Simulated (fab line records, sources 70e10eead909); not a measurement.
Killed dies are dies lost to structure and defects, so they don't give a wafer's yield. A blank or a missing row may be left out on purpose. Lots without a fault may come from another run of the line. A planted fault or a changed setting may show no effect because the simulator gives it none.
Chamber matching | flow nand_harc | NHARC_A_CHANNEL_FILL_D2_ALD_16 on ald_hk-01: 4 sister chambers
The step deposits SiO2, target thk 1.5 nm, pulse time 10 s, ald cycles 15. 8 wafers are shown with their chamber, then 7 later ones without.

WAFERS WITH THEIR CHAMBER
wafer  | chamber | heater_power_w (W) | precursor_pulse_height_rel
L076.3 | 1       | 416                | 0.981
L078.3 | 1       | 402                | 0.988
L079.2 | 2       | 432                | 1.003
L083.3 | 3       | 425                | 0.977
L083.4 | 0       | 511                | 0.994
L083.6 | 2       | 433                | 1.004
L088.3 | 3       | 446                | 0.985
L088.5 | 0       | 529                | 0.992

WAFERS WITHOUT THEIR CHAMBER
wafer  | heater_power_w (W) | precursor_pulse_height_rel
L088.6 | 441                | 0.987
L094.3 | 420                | 1.014
L094.4 | 431                | 0.981
L094.6 | 416                | 1.010
L095.1 | 417                | 0.996
L095.2 | 477                | 1.045
L095.4 | 417                | 1.009

WHICH CHAMBER EACH WENT THROUGH
wafer  | from the rows above          | in truth
L088.6 | can't be placed: 3 or 1      | 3
L094.3 | 2                            | 2
L094.4 | can't be placed: 3 or 1      | 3
L094.6 | 2                            | 2
L095.1 | can't be placed: 2 or 1 or 3 | 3
L095.2 | 2                            | 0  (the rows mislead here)
L095.4 | 2                            | 2
Placed correctly: 3 of 7. Can't be placed from these rows: 3 (the true chamber is among the candidates in 3). Placed wrongly: 1.
How it was worked out, from the rows above alone: a wafer's distance from a chamber is the root of the sum, over the readings, of the square of ((its reading less the chamber's mean) divided by the reading's scatter). The wafer belongs to the nearest chamber; if the next one is less than 2 further off, it can't be placed. A chamber's mean is the mean of its shown wafers. The scatter: the root of (the sum of the squares of (reading less its chamber's mean) over the shown wafers, divided by (wafers less chambers)).
